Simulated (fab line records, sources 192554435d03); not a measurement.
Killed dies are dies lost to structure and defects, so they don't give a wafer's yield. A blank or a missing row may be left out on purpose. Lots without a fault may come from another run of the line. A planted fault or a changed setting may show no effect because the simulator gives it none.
fab line records | flow n5_finfet
record lots=7 wafers=39
route steps=1938 shown WELL_APT@33 DUMMY_GATE@228 SD_EPI_P@321 HKMG_FIN@402 GATE_CUT@492 BEOL_M4@1111
start_h: hours from the record's first day to the start of the lot's first wafer shown | wait_h: hours since the lot's step before | " the same as in the row above | L1.1+2: a row that stands for several wafers | - no value, or no start given | * or withheld: withheld | < > ~ a bound
route shown NAME@n: a module of which the file shows steps, and the number in the route of the first | usual: mean/standard deviation of fault-free wafers | same: alike in all rows | chamber/n: place in a boat | sites: the reading at each site | _std_site: their standard deviation | _edge_site: outer sites' mean less inner sites' | radius_mm: how far each site lies from the wafer's centre | mask NAME#n: copy n | behind: the tool/chamber that last shaped the wafer | hold: why the lot was held/for how many hours/how that ended | device: the transistor (n, p or np) that didn't switch | end of line: the same wafers' tests at the end of the route | a step without rows: its recipe alone | killed: dies lost to structure and defects at the first sort, not the wafer's yield | map: a wafer's dies, x killed, . not, _ none there
set.NAME: the setting as run; set.NAME@STEP: as run at that earlier step | model.NAME: the simulator's own value behind a step, which no gauge read
lots whose settings were changed on purpose; a table a step, a row a wafer
## steps
# step N5_WELL_APT_IMPLANT_15
# recipe species=As energy_kev=25 dose_cm2=1.5e+13 tilt_deg=0 rotation_deg=0
# step N5_DUMMY_GATE_EXPOSE_12
# recipe mask_id=GATE na=0.33 source_shape=annular sigma_inner=0.2 sigma_outer=0.6 polarization=unpolarized target_cd_nm=25 dose_mj=34
# step N5_DUMMY_GATE_ETCH_37
# recipe chemistry=N2/H2 target=SOC target_depth_a=600 overetch_a=300 temp_c=40 ion_energy_ev=200 pressure_mtorr=30 source_w=840 bias_w=150 n2_flow_sccm=200 h2_flow_sccm=200
# step N5_DUMMY_GATE_ETCH_44
# recipe chemistry=HBr/O2 over_etch_frac=0.7 target_depth_a=1275 stop_on=SiO2 ion_energy_ev=60 bias_w=20 target=poly-Si mask_material=SiO2 pressure_mtorr=20 icp_w=400 HBr_flow_sccm=120 O2_flow_sccm=10
# step N5_SD_EPI_P_EPI_21
# recipe material=SiGe:B dopant=B temp_c=550 pressure_torr=20 ambient=H2 time_s=355
# step N5_HKMG_FIN_ETCH_54
# recipe chemistry=CF4 target=SiARC target_depth_a=455 mask_material=CAR-ArF time_s=75.8 ion_energy_ev=80 pressure_mtorr=40 source_w=545 bias_w=36 Ar_flow_sccm=100 cf4_flow_sccm=100 ends=cleared
# step N5_HKMG_FIN_ALD_21
# recipe material=TiN target_thk_a=15 temp_c=400 ald_precursor_family=TiCl4 ald_co_reactant=NH3 pulse_time_s=1 purge_time_s=3 co_reactant_purge_time_s=2 co_reactant_pulse_time_s=2 ald_cycles=68 pressure_torr=3
# step N5_GATE_CUT_ETCH_36
# recipe chemistry=CF4 target=SiARC target_depth_a=130 mask_material=CAR-EUV time_s=21.7 ion_energy_ev=80 pressure_mtorr=40 source_w=545 bias_w=36 Ar_flow_sccm=100 cf4_flow_sccm=100 ends=cleared
# step N5_BEOL_M4_RC_MEAS_101
# usual RS_SD_P=66.1/0.96
# columns lot.wafer tool chamber start_h wait_h set.energy_kev@WELL_APT_IMPLANT_15 set.dose_mj@DUMMY_GATE_EXPOSE_12 set.source_w@DUMMY_GATE_ETCH_37 set.target_depth_a@DUMMY_GATE_ETCH_44 set.epi_growth_time_s@SD_EPI_P_EPI_21 set.bias_w@HKMG_FIN_ETCH_54 set.ald_cycles@HKMG_FIN_ALD_21 set.cf4_flow_sccm@GATE_CUT_ETCH_36 RS_SD_P[ohm/sq]
L083.4 prober-01 0 225.88 0.5 25 34 840 1275 355 36 68 100 65.9
L083.5 " 0 " " 25 34 840 1275 355 36 68 100 67.1
L083.6 " 0 " " 25 34 840 1275 355 36 68 100 67.2
L082.1 prober-01 0 237.18 0.1 21.55 34 840 1275 355 36 68 92.56 63.5
L082.2 " 0 " " 25 34 970.6 1275 355 36 68 100 64.4
L082.3 " 0 " " 21.55 34 970.6 1275 317.7 36 68 92.56 68.8
L082.4 " 0 " " 25 34 840 1275 355 33.74 68 100 62.6
L082.5 " 0 " " 25 34 970.6 1275 317.7 33.74 68 92.56 68.3
L082.6 " 0 " " 21.55 34 840 1275 317.7 33.74 68 100 68.8
L085.1 prober-02 0 252.06 0.0 25 34 964.7 1124 355 36 68 78.1 65.5
L085.2 " 0 " " 27.86 34 840 1275 355 36 68 100 66.6
L085.3 " 0 " " 25 34 964.7 1275 355 38.89 68 100 66.1
L085.4 " 0 " " 27.86 32.45 840 1124 355 36 68 100 65.7
L085.5 " 0 " " 27.86 32.45 964.7 1275 355 38.89 68 78.1 65.7
L085.6 " 0 " " 25 32.45 840 1124 355 38.89 68 78.1 65.4
L087.1 prober-02 0 257.03 0.0 25 36.69 840 1275 329.2 40.68 57 100 69.0
L087.2 " 0 " " 25 36.69 840 1275 329.2 36 57 117.3 69.2
L087.3 " 0 " " 25 34 840 1229 329.2 40.68 68 117.3 69.3
L087.4 " 0 " " 25 36.69 840 1229 355 36 68 117.3 65.0
L087.5 " 0 " " 25 34 840 1275 355 36 68 100 66.2
L087.6 " 0 " " 25 34 840 1229 355 40.68 57 100 66.2
L095.1 prober-01 0 310.43 0.0 23.73 34 840 1425 355 36 68 100 66.4
L095.2 " 0 " " 25 34 840 1275 355 36 68 100 65.8
L095.3 " 0 " " 23.73 34 840 1275 383.3 32.36 68 100 62.6
L095.4 " 0 " " 23.73 34 742.3 1275 355 32.36 68 100 65.7
L095.5 " 0 " " 25 34 742.3 1425 383.3 36 68 100 62.6
L095.6 " 0 " " 25 34 742.3 1425 383.3 32.36 68 100 61.9
L096.1 prober-02 0 311.96 0.0 25 35.51 741.1 1275 355 29.62 68 100 66.4
L096.2 " 0 " " 25 35.51 840 1275 323.4 36 68 100 70.6
L096.3 " 0 " " 25 34 741.1 1275 323.4 29.62 68 115 69.3
L096.4 " 0 " " 25 34 840 1275 355 29.62 64 115 66.9
L096.5 " 0 " " 25 34 840 1275 355 36 64 115 66.4
L096.6 " 0 " " 25 35.51 741.1 1275 323.4 36 64 100 70.0
L097.1 prober-02 0 317.13 0.0 25 34 840 1363 355 40.18 68 93.54 65.9
L097.2 " 0 " " 25 35.06 902.7 1363 355 36 79 100 65.2
L097.3 " 0 " " 25 35.06 840 1275 355 40.18 79 100 66.1
L097.4 " 0 " " 25 34 840 1363 355 36 79 93.54 64.9
L097.5 " 0 " " 25 34 902.7 1275 355 40.18 68 100 66.1
L097.6 " 0 " " 25 35.06 902.7 1275 355 36 68 93.54 66.5
## key
split step=N5_WELL_APT_IMPLANT_15 setting=energy_kev stated_as=25
response none clear
split step=N5_DUMMY_GATE_EXPOSE_12 setting=dose_mj stated_as=34
response none clear
split step=N5_DUMMY_GATE_ETCH_37 setting=source_w stated_as=840
response none clear
split step=N5_DUMMY_GATE_ETCH_44 setting=target_depth_a stated_as=1275
response none clear
split step=N5_SD_EPI_P_EPI_21 setting=epi_growth_time_s stated_as=355
response step=N5_BEOL_M4_RC_MEAS_101 reading=RS_SD_P slope=-0.44 per=1% together_with=all explained=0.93
split step=N5_HKMG_FIN_ETCH_54 setting=bias_w stated_as=36
response none clear
split step=N5_HKMG_FIN_ALD_21 setting=ald_cycles stated_as=68
response none clear
split step=N5_GATE_CUT_ETCH_36 setting=cf4_flow_sccm stated_as=100
response none clear
